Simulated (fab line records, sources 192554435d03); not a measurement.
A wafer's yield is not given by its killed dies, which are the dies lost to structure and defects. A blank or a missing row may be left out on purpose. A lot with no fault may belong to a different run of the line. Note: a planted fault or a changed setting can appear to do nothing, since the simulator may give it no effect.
A single fault, viewed from 3 desks ; flow n5_finfet ; every desk sees just its own numbers, and what lay behind them comes last

== AT THE TOOL OWNER'S DESK: rie_diel-01 ==
The tool's own readings at N5_BEOL_M5_VIA_ETCH_34 (etches SiCOH lowk in C4F6/O2, target depth 88.3 nm, time 39.2 s): means of the sampled wafers that have a number, for each lot that ran on this tool. If a lot's mean is further than 4 standard deviations from the usual mean, the lot is out of limits and carries the mark OUT (the distance appears in the brackets). Only the readings that lie furthest out on some lot appear, 7 of the 9 it has.
Columns: A = O2_flow_sccm at N5_BEOL_M5_VIA_ETCH_34, usual 10.00 sccm; B = chamber_pressure_mTorr at N5_BEOL_M5_VIA_ETCH_34, usual 29.998 mTorr; C = oes_o_777_au at N5_BEOL_M5_VIA_ETCH_34, usual 0.77 a.u.; D = oes_product_au at N5_BEOL_M5_VIA_ETCH_34, usual 0.77 a.u.; E = rf_fwd_power_W at N5_BEOL_M5_VIA_ETCH_34, usual 340.9 W; F = rf_vpp_V at N5_BEOL_M5_VIA_ETCH_34, usual 668 V; G = showerhead_plenum_p_Torr at N5_BEOL_M5_VIA_ETCH_34, usual 2.86 Torr
lot;first seen here;A;B;C;D;E;F;G
L171;day 8 16:03;10.04;29.971;0.79;0.80;341.4;678;2.91
L183;day 12 09:29;10.00;29.976;0.68;0.51;341.7;681;2.88
L184;day 12 10:14;10.02;29.994;0.70;0.59;343.4;674;2.84
This desk found nothing out of limits on any of the 3 lots.

== METROLOGY DESK ==
Lot by lot, what the gauges showed, no matter which tool ran the lot: averages of those sampled wafers that carry a number. If a lot's mean is further than 4 standard deviations from the usual mean, the lot is out of limits and carries the mark OUT (the distance appears in the brackets). Only the readings that lie furthest out on some lot appear, 7 of the 10 it has.
Columns: A = DIBL_N at N5_BEOL_M4_RC_MEAS_101, usual 36.0 mV/V; B = DIBL_P at N5_BEOL_M4_RC_MEAS_101, usual 35.9 mV/V; C = IOFF_P at N5_BEOL_M4_RC_MEAS_101, usual 0.21 nA/um; D = ION_N at N5_BEOL_M4_RC_MEAS_101, usual 675 uA/um; E = ION_P at N5_BEOL_M4_RC_MEAS_101, usual 462 uA/um; F = SS_N at N5_BEOL_M4_RC_MEAS_101, usual 71.5 mV/dec; G = VT_N at N5_BEOL_M4_RC_MEAS_101, usual 250 mV
lot;first seen here;A;B;C;D;E;F;G
L169;day 7 22:37;37.0;34.7;0.18;671;454;71.7;250
L171;day 8 10:36;36.3;34.0;0.23;684;471;70.9;246
L172;day 8 14:39;36.2;36.4;0.21;672;459;72.8;252
L174;day 9 00:43;37.0;38.5;0.26;693;477;71.4;247
L173;day 9 05:07;36.1;36.2;0.19;663;450;71.6;251
L184;day 12 04:15;37.1;37.8;0.22;690;470;71.8;248
L183;day 12 04:47;33.7;33.0;0.17;675;460;70.9;252
L188;day 12 09:59;36.8;34.8;0.23;674;456;71.7;246
L189;day 12 12:43;34.9;35.7;0.19;674;465;71.0;253
L192;day 13 23:28;38.7;37.5;0.21;684;460;72.9;248
This desk found nothing out of limits on any of the 10 lots.

== THE DEFECT DESK ==
Per lot, the means of the sampled wafers with a number show what the inspections along the route counted. If a lot's mean is further than 4 standard deviations from the usual mean, the lot is out of limits and carries the mark OUT (the distance appears in the brackets).
Columns: A = raw_defect_count at N5_PASSIVATION_INSPECT_67, usual 2.2
lot;first seen here;A
L169;day 11 18:07;2.5
L172;day 12 11:24;2.3
L171;day 12 11:36;1.0
L174;day 12 19:23;3.3
L173;day 13 01:02;2.0
L184;day 16 03:03;0.0
L188;day 16 16:05;2.0
L189;day 16 16:08;1.7
L192;day 18 04:47;2.5
This desk found nothing out of limits on any of the 9 lots.

== PUT TOGETHER ==
Nothing out of limits was seen by the tool owner's desk.
Metrology desk: nothing out of limits seen.
Nothing the defect desk looked at was out of limits.

== WHAT HAD BEEN PUT IN BY THE SIMULATOR ==
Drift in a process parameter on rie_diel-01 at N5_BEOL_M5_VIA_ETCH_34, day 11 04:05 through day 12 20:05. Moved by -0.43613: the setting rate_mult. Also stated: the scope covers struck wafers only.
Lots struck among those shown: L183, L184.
